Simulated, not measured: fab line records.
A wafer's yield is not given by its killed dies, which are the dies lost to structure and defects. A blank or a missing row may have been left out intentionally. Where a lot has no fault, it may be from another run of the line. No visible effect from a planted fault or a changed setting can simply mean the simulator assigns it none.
Commonality check across tools || flow nand-harc || 2 lots, 6 wafers sampled

## WHY THIS WAS OPENED
At NHARC_END_SORT_01 the reading killed-at-periphery is flagged on 1 of 2 lots. No-fault wafers: 3.3, standard deviation 2.1.
Rule: a lot is flagged in two cases, either no wafer of it has a number, or all its wafers with numbers fall more than 4 standard deviations from that mean. The other lots count as sound.

{"lot": "L641", "measured": "day 20 19:42", "on": "prober-01", "killed-at-periphery, wafer by wafer": "635 644 648", "flag": "FLAGGED"}
{"lot": "L639", "measured": "day 21 00:17", "on": "prober-02", "killed-at-periphery, wafer by wafer": "4 2 3", "flag": ""}
Averaged over the flagged lots the numbers come to 642.3, +639.0 from the usual (+99 or more standard deviations).

## WHICH TOOL RAN EACH LOT
4 process steps preceding the reading are held in the record, out of 1159 steps in the route. Each cell gives the tool, then ch followed by the chambers the sampled wafers passed through, then the start.
{"lot": "L641", "flag": "FLAGGED", "NHARC_P_ZERO_WELL_ETCH_65": "rie-diel-08 ch 0,1,2, day 2 19:32", "NHARC_P_ZERO_WELL_DESCUM_39": "rie-diel-12 ch 0,1,2, day 2 22:20", "NHARC_P_GATE_EXPOSE_08": "krf-scanner-03 ch 0, day 5 08:46", "NHARC_P_GATE_STRIP_108": "rie-diel-04 ch 0,3, day 6 01:50"}
{"lot": "L639", "flag": "", "NHARC_P_ZERO_WELL_ETCH_65": "rie-diel-08 ch 0,2,3, day 2 07:29", "NHARC_P_ZERO_WELL_DESCUM_39": "rie-diel-13 ch 0,1,2, day 2 10:19", "NHARC_P_GATE_EXPOSE_08": "krf-scanner-01 ch 0, day 4 19:01", "NHARC_P_GATE_STRIP_108": "rie-diel-03 ch 0,3, day 5 11:11"}
What the steps here do:
- NHARC_P_ZERO_WELL_ETCH_65: etches the open film in N2/H2, target depth 80 nm, overetch 24 nm, time 87.88 s.
- NHARC_P_ZERO_WELL_DESCUM_39: chemistry O2, time 3 s.
- NHARC_P_GATE_EXPOSE_08: exposes mask P HV.
- NHARC_P_GATE_STRIP_108: strips in O2.
- NHARC_END_SORT_01

## FLAGGED AGAINST TOTAL, ONE TOOL AT A TIME (gauges that did the reading follow at the end)
{"step": "NHARC_P_ZERO_WELL_ETCH_65", "tool": "rie-diel-08", "lots run": 2, "flagged": 1, "share of the flagged lots": "all", "sound lots run after its first flagged lot": 0}
{"step": "NHARC_P_ZERO_WELL_DESCUM_39", "tool": "rie-diel-12", "lots run": 1, "flagged": 1, "share of the flagged lots": "all", "sound lots run after its first flagged lot": 0}
{"step": "NHARC_P_ZERO_WELL_DESCUM_39", "tool": "rie-diel-13", "lots run": 1, "flagged": 0, "share of the flagged lots": "none", "sound lots run after its first flagged lot": "-"}
{"step": "NHARC_P_GATE_EXPOSE_08", "tool": "krf-scanner-01", "lots run": 1, "flagged": 0, "share of the flagged lots": "none", "sound lots run after its first flagged lot": "-"}
{"step": "NHARC_P_GATE_EXPOSE_08", "tool": "krf-scanner-03", "lots run": 1, "flagged": 1, "share of the flagged lots": "all", "sound lots run after its first flagged lot": 0}
{"step": "NHARC_P_GATE_STRIP_108", "tool": "rie-diel-03", "lots run": 1, "flagged": 0, "share of the flagged lots": "none", "sound lots run after its first flagged lot": "-"}
{"step": "NHARC_P_GATE_STRIP_108", "tool": "rie-diel-04", "lots run": 1, "flagged": 1, "share of the flagged lots": "all", "sound lots run after its first flagged lot": 0}
{"step": "NHARC_END_SORT_01", "tool": "prober-01", "lots run": 1, "flagged": 1, "share of the flagged lots": "all", "sound lots run after its first flagged lot": 0}
{"step": "NHARC_END_SORT_01", "tool": "prober-02", "lots run": 1, "flagged": 0, "share of the flagged lots": "none", "sound lots run after its first flagged lot": "-"}

## WHAT THE TABLE PERMITS
5 rows of the table ran every flagged lot: rie-diel-08 at NHARC_P_ZERO_WELL_ETCH_65, rie-diel-12 at NHARC_P_ZERO_WELL_DESCUM_39, krf-scanner-03 at NHARC_P_GATE_EXPOSE_08, rie-diel-04 at NHARC_P_GATE_STRIP_108, prober-01 at NHARC_END_SORT_01.
- rie-diel-08 at NHARC_P_ZERO_WELL_ETCH_65 ran 2 lots, 1 of them flagged. A fault beginning between L639 (day 2 07:29), its last sound lot, and L641 (day 2 19:32), its first flagged one, fits the data.
- rie-diel-12 at NHARC_P_ZERO_WELL_DESCUM_39: 1 of its 1 lot flagged. With no sound lot run before its first flagged lot in this sample, there is nothing to narrow down the start.
- krf-scanner-03 at NHARC_P_GATE_EXPOSE_08: 1 of its 1 lot flagged. With no sound lot run before its first flagged lot in this sample, there is nothing to narrow down the start.
- rie-diel-04 at NHARC_P_GATE_STRIP_108: 1 of its 1 lot flagged. With no sound lot run before its first flagged lot in this sample, there is nothing to narrow down the start.
- prober-01 at NHARC_END_SORT_01: 1 of its 1 lot flagged. With no sound lot run before its first flagged lot in this sample, there is nothing to narrow down the start.
These 5 tools cannot be told apart by counting lots, since each of them fits a fault that started at some hour. More lots, or a look at what each step does to the wafer, might.

## WHAT WAS PUT IN BY THE SIMULATOR
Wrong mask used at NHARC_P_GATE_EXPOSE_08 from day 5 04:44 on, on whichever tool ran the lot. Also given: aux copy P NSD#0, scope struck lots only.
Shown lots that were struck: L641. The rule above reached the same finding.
